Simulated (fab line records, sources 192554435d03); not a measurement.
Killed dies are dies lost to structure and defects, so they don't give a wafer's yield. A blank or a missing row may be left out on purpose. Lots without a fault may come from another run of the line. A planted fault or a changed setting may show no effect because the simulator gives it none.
Chamber matching | flow n5_finfet | N5_BEOL_M6_ETCH_72 on rie_diel-01: 4 sister chambers
The step etches underlayer in N2/H2, target depth 6.5 nm, time 5.2 s. 8 wafers are shown with their chamber, then 10 later ones without.

WAFERS WITH THEIR CHAMBER
wafer  | chamber | drypump_motor_current_A (A) | showerhead_plenum_p_Torr (Torr)
L084.1 | 0       | 5.6                         | 2.71
L087.5 | 2       | 4.8                         | 2.61
L087.6 | 3       | 5.9                         | 2.59
L089.1 | 3       | 5.9                         | 2.58
L089.3 | 0       | 5.6                         | 2.71
L089.6 | 1       | 6.4                         | 2.49
L091.1 | 2       | 4.8                         | 2.61
L091.3 | 1       | 6.5                         | 2.49

WAFERS WITHOUT THEIR CHAMBER
wafer  | drypump_motor_current_A (A) | showerhead_plenum_p_Torr (Torr)
L091.4 | 5.9                         | 2.58
L090.2 | 6.5                         | 2.49
L090.3 | 4.8                         | 2.61
L090.6 | 4.8                         | 2.61
L093.1 | 5.9                         | 2.58
L093.3 | 6.4                         | 2.49
L093.6 | 6.4                         | 2.48
L096.1 | 5.9                         | 2.58
L096.3 | 4.8                         | 2.60
L096.4 | 5.6                         | 2.70

WHICH CHAMBER EACH WENT THROUGH
wafer  | from the rows above | in truth
L091.4 | 3                   | 3
L090.2 | 1                   | 1
L090.3 | 2                   | 2
L090.6 | 2                   | 2
L093.1 | 3                   | 3
L093.3 | 1                   | 1
L093.6 | 1                   | 1
L096.1 | 3                   | 3
L096.3 | 2                   | 2
L096.4 | 0                   | 0
Placed correctly: 10 of 10. Can't be placed from these rows: 0. Placed wrongly: 0.
How it was worked out, from the rows above alone: a wafer's distance from a chamber is the root of the sum, over the readings, of the square of ((its reading less the chamber's mean) divided by the reading's scatter). The wafer belongs to the nearest chamber; if the next one is less than 2 further off, it can't be placed. A chamber's mean is the mean of its shown wafers. The scatter: the root of (the sum of the squares of (reading less its chamber's mean) over the shown wafers, divided by (wafers less chambers)).
